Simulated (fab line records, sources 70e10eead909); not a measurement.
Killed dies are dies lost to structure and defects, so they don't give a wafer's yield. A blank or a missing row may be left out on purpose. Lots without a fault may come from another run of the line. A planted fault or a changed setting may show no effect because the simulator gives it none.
Which tool did it? | flow nand_harc | 13 lots, 39 wafers sampled, at 4 steps of a route of 1159

WHAT THE GAUGES READ, wafer by wafer
NHARC_P_GATE_CD_MEAS_11: target cd 1640 nm. Usual: cd_nm 1638.9 nm, standard deviation 2.1.
lot  | measured    | on        | cd_nm (nm)           | flag
L141 | day 4 07:11 | cd_sem-01 | 1640.5 1636.8 1640.2 |
L142 | day 4 07:23 | cd_sem-02 | 1639.2 1636.5 1637.5 |
L143 | day 4 07:22 | cd_sem-03 | 1642.4 1636.8 1638.5 |
L144 | day 4 22:25 | cd_sem-02 | 1637.9 1641.1 1639.7 |
L145 | day 4 22:34 | cd_sem-03 | 1638.2 1640.7 1640.6 |
L146 | day 5 05:47 | cd_sem-01 | 1638.1 1641.8 1639.4 |
L147 | day 5 16:19 | cd_sem-01 | 1638.0 1638.8 1642.8 |
L148 | day 5 21:51 | cd_sem-03 | 1641.3 1638.5 1640.6 |
L149 | day 6 08:02 | cd_sem-03 | 1639.2 1638.6 1641.2 |
L151 | day 6 20:20 | cd_sem-01 | 1639.9 1639.9 1639.4 |
L152 | day 7 08:20 | cd_sem-03 | 1640.1 1637.5 1638.9 |
L153 | day 7 08:29 | cd_sem-03 | 1639.0 1639.8 1640.0 |
L158 | day 7 23:45 | cd_sem-03 | - - -                | OFF

WHICH TOOL RAN EACH LOT (tool, then ch and the chambers of the sampled wafers, then the start)
lot  | NHARC_P_ZERO_WELL_DESCUM_39       | NHARC_P_STI_DESCUM_14             | NHARC_P_GATE_EXPOSE_08
L141 | rie_diel-13 ch 1,2,3, day 1 16:25 | rie_diel-07 ch 0,2,3, day 2 20:03 | krf_scanner-01 ch 0, day 4 07:02
L142 | rie_diel-10 ch 0,2, day 1 22:19   | rie_diel-07 ch 0,2,3, day 2 20:13 | krf_scanner-04 ch 0, day 4 07:14
L143 | rie_diel-10 ch 0,2, day 2 04:17   | rie_diel-09 ch 0,1, day 2 20:01   | krf_scanner-04 ch 0, day 4 07:12
L144 | rie_diel-10 ch 0,3, day 2 10:23   | rie_diel-09 ch 0,1,2, day 3 08:22 | krf_scanner-04 ch 0, day 4 22:15
L145 | rie_diel-13 ch 1,3, day 2 16:17   | rie_diel-09 ch 0,1, day 3 08:32   | krf_scanner-01 ch 0, day 4 22:25
L146 | rie_diel-01 ch 0,2,3, day 2 22:25 | rie_diel-07 ch 0,2, day 3 18:37   | krf_scanner-04 ch 0, day 5 05:38
L147 | rie_diel-10 ch 0,1,3, day 3 04:18 | rie_diel-07 ch 0,1,3, day 3 23:22 | krf_scanner-04 ch 0, day 5 16:10
L148 | rie_diel-10 ch 1,2,3, day 3 10:25 | rie_diel-07 ch 0,2,3, day 4 05:19 | krf_scanner-03 ch 0, day 5 21:42
L149 | rie_diel-10 ch 1,2,3, day 3 17:01 | rie_diel-09 ch 0,1,3, day 4 15:29 | krf_scanner-01 ch 0, day 6 07:53
L151 | rie_diel-13 ch 0,1,3, day 4 04:17 | rie_diel-05 ch 0,1,3, day 5 01:25 | krf_scanner-03 ch 0, day 6 20:11
L152 | rie_diel-13 ch 0,1,2, day 4 10:18 | rie_diel-09 ch 1,2,3, day 5 06:39 | krf_scanner-03 ch 0, day 7 08:11
L153 | rie_diel-01 ch 0,2,3, day 4 16:05 | rie_diel-05 ch 0,1,2, day 5 10:55 | krf_scanner-04 ch 0, day 7 08:20
L158 | rie_diel-13 ch 1,2,3, day 5 22:26 | rie_diel-07 ch 0,1,2, day 6 15:07 | krf_scanner-04 ch 0, day 7 23:36
- NHARC_P_ZERO_WELL_DESCUM_39: chemistry O2, time 3 s.
- NHARC_P_STI_DESCUM_14: chemistry O2, time 3 s.
- NHARC_P_GATE_EXPOSE_08: exposes mask P HV.

WHAT THE TOOLS THEMSELVES READ (means of the sampled wafers that have a number; where no wafer has one, the mark that the record gives instead)
NHARC_P_ZERO_WELL_DESCUM_39. Usual: drypump_motor_current_A 5.7 A, standard deviation 0.46; oes_product_au 1.001 a.u., standard deviation 0.011; rf_vpp_V 57.7 V, standard deviation 0.98; showerhead_plenum_p_Torr 1.93 Torr, standard deviation 0.08; throttle_valve_pct 11.311 %, standard deviation 0.0076.
lot  | tool        | drypump_motor_current_A (A) | oes_product_au (a.u.) | rf_vpp_V (V) | showerhead_plenum_p_Torr (Torr) | throttle_valve_pct (%) | flag
L141 | rie_diel-13 | 5.4                         | 1.004                 | 57.6         | 1.96                            | 11.309                 |
L142 | rie_diel-10 | 5.9                         | 1.002                 | 57.6         | 1.97                            | 11.312                 |
L143 | rie_diel-10 | 5.9                         | 1.001                 | 58.4         | 1.97                            | 11.311                 |
L144 | rie_diel-10 | 5.9                         | 0.995                 | 57.8         | 1.83                            | 11.307                 |
L145 | rie_diel-13 | 5.0                         | 0.997                 | 58.1         | 1.98                            | 11.309                 |
L146 | rie_diel-01 | 6.0                         | 1.009                 | 58.0         | 1.89                            | 11.311                 |
L147 | rie_diel-10 | 5.7                         | 1.002                 | 58.2         | 1.89                            | 11.304                 |
L148 | rie_diel-10 | 5.7                         | 1.005                 | 56.9         | 1.92                            | 11.310                 |
L149 | rie_diel-10 | 5.7                         | 0.996                 | 57.8         | 1.92                            | 11.308                 |
L151 | rie_diel-13 | 5.3                         | 1.003                 | 57.2         | 1.95                            | 11.308                 |
L152 | rie_diel-13 | 5.8                         | 1.003                 | 57.8         | 1.93                            | 11.315                 |
L153 | rie_diel-01 | 6.0                         | 1.010                 | 57.7         | 1.89                            | 11.305                 |
L158 | rie_diel-13 | 5.4                         | 0.997                 | 57.4         | 1.96                            | 11.309                 |

NHARC_P_STI_DESCUM_14. Usual: drypump_motor_current_A 5.81 A, standard deviation 0.28; oes_product_au 1.001 a.u., standard deviation 0.012; rf_vpp_V 57.7 V, standard deviation 0.82; showerhead_plenum_p_Torr 1.88 Torr, standard deviation 0.071; throttle_valve_pct 11.311 %, standard deviation 0.0095.
lot  | tool        | drypump_motor_current_A (A) | oes_product_au (a.u.) | rf_vpp_V (V) | showerhead_plenum_p_Torr (Torr) | throttle_valve_pct (%) | flag
L141 | rie_diel-07 | 5.78                        | 1.003                 | 58.4         | 1.92                            | 11.304                 |
L142 | rie_diel-07 | 5.78                        | 1.005                 | 57.3         | 1.92                            | 11.323                 |
L143 | rie_diel-09 | 6.01                        | 0.996                 | 58.7         | 1.91                            | 11.307                 |
L144 | rie_diel-09 | 6.06                        | 1.009                 | 58.8         | 1.87                            | 11.303                 |
L145 | rie_diel-09 | 5.99                        | 1.009                 | 57.8         | 1.91                            | 11.322                 |
L146 | rie_diel-07 | 5.71                        | 0.987                 | 58.0         | 1.93                            | 11.313                 |
L147 | rie_diel-07 | 5.85                        | 0.988                 | 57.5         | 1.94                            | 11.319                 |
L148 | rie_diel-07 | 5.77                        | 0.999                 | 59.1         | 1.92                            | 11.312                 |
L149 | rie_diel-09 | 5.97                        | 1.006                 | 57.8         | 1.87                            | 11.308                 |
L151 | rie_diel-05 | 5.48                        | 1.004                 | 57.2         | 1.88                            | 11.315                 |
L152 | rie_diel-09 | 6.04                        | 1.002                 | 57.8         | 1.83                            | 11.308                 |
L153 | rie_diel-05 | 5.63                        | 1.003                 | 56.8         | 1.84                            | 11.321                 |
L158 | rie_diel-07 | 5.78                        | 0.992                 | 58.0         | 1.95                            | 11.318                 |

NHARC_P_GATE_EXPOSE_08. Usual: stage_vel_mm_s 500.02 mm/s, standard deviation 0.24.
lot  | tool           | stage_vel_mm_s (mm/s) | flag
L141 | krf_scanner-01 | 500.18                |
L142 | krf_scanner-04 | 499.99                |
L143 | krf_scanner-04 | 500.30                |
L144 | krf_scanner-04 | 499.82                |
L145 | krf_scanner-01 | 500.09                |
L146 | krf_scanner-04 | 499.95                |
L147 | krf_scanner-04 | 499.98                |
L148 | krf_scanner-03 | 500.10                |
L149 | krf_scanner-01 | 499.98                |
L151 | krf_scanner-03 | 499.87                |
L152 | krf_scanner-03 | 499.93                |
L153 | krf_scanner-04 | 500.19                |
L158 | krf_scanner-04 | 499.86                |

THE ANSWER, worked out from the rows above alone
Rule: a lot is off if the mean of its wafers that have a number lies more than 3 standard deviations from the usual mean. A lot without any number at a reading at which 4 lots or more have one is off too. The other lots that the step has rows for count as sound. The gauges are gone through in route order, then the tools' own readings, and for those a lot's mean is taken as printed above. The first step at which some lot is off is used, and at that step the reading that is off furthest; a lot without a number counts as furthest.
Off: L158, at NHARC_P_GATE_CD_MEAS_11 (cd_nm). Without a number there: L158.
A tool fits if, at a process step before that reading, it ran every lot that is off, and no sound lot after the first of them. The gauges at NHARC_P_GATE_CD_MEAS_11 are tried like those tools. Can't be told from this: 4 tools fit, rie_diel-13 at NHARC_P_ZERO_WELL_DESCUM_39, rie_diel-07 at NHARC_P_STI_DESCUM_14, krf_scanner-04 at NHARC_P_GATE_EXPOSE_08, cd_sem-03 at NHARC_P_GATE_CD_MEAS_11.

WHAT THE SIMULATOR HAD PUT IN
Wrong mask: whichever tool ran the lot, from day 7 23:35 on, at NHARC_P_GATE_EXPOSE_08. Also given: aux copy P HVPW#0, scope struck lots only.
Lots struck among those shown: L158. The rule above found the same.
